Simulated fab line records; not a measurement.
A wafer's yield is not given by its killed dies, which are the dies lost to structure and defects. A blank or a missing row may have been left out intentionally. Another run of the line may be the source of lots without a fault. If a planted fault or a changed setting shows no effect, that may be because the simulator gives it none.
Split-lot trial -- flow n5-finfet -- on a route of 1938 steps: 7 lots, 39 wafers read

ON THE SPLIT
At N5_STI_FIN_REVEAL_ALD_00 (deposits SiO2, target thk 1 nm, pulse time 1 s), the setting target-thk-a was moved away from the recipe's 10 angstrom on 9 of the 39 wafers read, by -55.9% to +46.5%. The other wafers ran this setting at the recipe's value.

Reading taken at the split's own step.

THE READING
SiO2_of_STI_FIN_REVEAL_ALD_00.thk-nm (the simulator's own value, which no gauge read), in nm, at N5_STI_FIN_REVEAL_ALD_00 (deposits SiO2, target thk 1 nm, pulse time 1 s). No usual value for it is given in the file.

wafer,"tool, chamber at the split","target-thk-a as run, angstrom",against the recipe,"SiO2_of_STI_FIN_REVEAL_ALD_00.thk-nm, nm",against lot-mates on the recipe
L074.2,"ald-sin-01, 3,0,3",10,recipe,1,-
L074.5,"ald-sin-01, 3,0,3",10,recipe,1,-
L074.6,"ald-sin-01, 3,0,3",10,recipe,1,-
L082.1,"ald-sin-04, 3,1,3",4.74,-52.6%,0.4,-0.6
L082.4,"ald-sin-04, 3,1,3",4.74,-52.6%,0.4,-0.6
L082.6,"ald-sin-04, 3,1,3",4.74,-52.6%,0.4,-0.6
L082.2,"ald-sin-04, 0,2,0",10,recipe,1,-
L082.3,"ald-sin-04, 0,2,0",10,recipe,1,-
L082.5,"ald-sin-04, 0,2,0",10,recipe,1,-
L084.1,"ald-sin-04, 0,1,2,3,0,3",10,recipe,1,-
L084.2,"ald-sin-04, 0,1,2,3,0,3",10,recipe,1,-
L084.3,"ald-sin-04, 0,1,2,3,0,3",10,recipe,1,-
L084.4,"ald-sin-04, 0,1,2,3,0,3",10,recipe,1,-
L084.5,"ald-sin-04, 0,1,2,3,0,3",10,recipe,1,-
L084.6,"ald-sin-04, 0,1,2,3,0,3",10,recipe,1,-
L085.1,"ald-sin-04, 2,1,0,3,3,2",10,recipe,1,-
L085.2,"ald-sin-04, 2,1,0,3,3,2",10,recipe,1,-
L085.3,"ald-sin-04, 2,1,0,3,3,2",10,recipe,1,-
L085.4,"ald-sin-04, 2,1,0,3,3,2",10,recipe,1,-
L085.5,"ald-sin-04, 2,1,0,3,3,2",10,recipe,1,-
L085.6,"ald-sin-04, 2,1,0,3,3,2",10,recipe,1,-
L086.1,"ald-sin-04, 1,0,2",10,recipe,1,-
L086.2,"ald-sin-04, 1,0,2",10,recipe,1,-
L086.6,"ald-sin-04, 1,0,2",10,recipe,1,-
L086.3,"ald-sin-04, 2,3,1",4.409,-55.9%,0.4,-0.6
L086.4,"ald-sin-04, 2,3,1",4.409,-55.9%,0.4,-0.6
L086.5,"ald-sin-04, 2,3,1",4.409,-55.9%,0.4,-0.6
L089.1,"ald-sin-04, 1,0,3",10,recipe,1,-
L089.2,"ald-sin-04, 1,0,3",10,recipe,1,-
L089.4,"ald-sin-04, 1,0,3",10,recipe,1,-
L089.3,"ald-sin-04, 2,3,2",14.65,+46.5%,1.4,+0.4
L089.5,"ald-sin-04, 2,3,2",14.65,+46.5%,1.4,+0.4
L089.6,"ald-sin-04, 2,3,2",14.65,+46.5%,1.4,+0.4
L091.1,"ald-sin-01, 2,1,3,0,0,3",10,recipe,1,-
L091.2,"ald-sin-01, 2,1,3,0,0,3",10,recipe,1,-
L091.3,"ald-sin-01, 2,1,3,0,0,3",10,recipe,1,-
L091.4,"ald-sin-01, 2,1,3,0,0,3",10,recipe,1,-
L091.5,"ald-sin-01, 2,1,3,0,0,3",10,recipe,1,-
L091.6,"ald-sin-01, 2,1,3,0,0,3",10,recipe,1,-
When a row names more than one chamber, that row covers several wafers, and the file does not tell which wafer ran in which chamber.

FIT RESULTS
A straight line over all 39 wafers: SiO2_of_STI_FIN_REVEAL_ALD_00.thk-nm changes by +0.0103 nm for each +1% of target-thk-a; r = +1.00; the points scatter about the line by 0.026 nm.
The same after taking each lot's own level away (the mean of its wafers on the recipe; 39 wafers): +0.0103 nm for each +1%; r = +1.00; scatter 0.026 nm.
Per that fit: largest target-thk-a move, reading shift of 0.58 nm.
The lots' own levels span 1.00 to 1.00 nm.
The two slopes are in agreement: the lot-to-lot level therefore moves the slope only a little.
Check: -0.586 nm against its lot-mates is what the line predicts for one of the wafers moved furthest among these (-55.9%) when that wafer is left out of the fit. It came out at -0.6 nm against them.

THESE WAFERS: OTHER SPLITS
Other splits were also applied to these wafers ahead of the reading. Each is held against what the fit with the lots' levels taken away leaves over:
other split on the same wafers,wafers away from the commonest value,r with SiO2_of_STI_FIN_REVEAL_ALD_00.thk-nm (lot level and that fit taken away)
N5_ZERO_LAYER_DEVELOP_10 develop-time-s,12,+0.14
N5_PMOS_HMC_CHANNEL_EPI_ETCH_38 target-depth-a,12,+0.16

THE FILE'S OWN FIT
SiO2_of_STI_FIN_REVEAL_ALD_00.thk-nm changes by +0.0104 nm for each +1% of target-thk-a, r = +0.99.
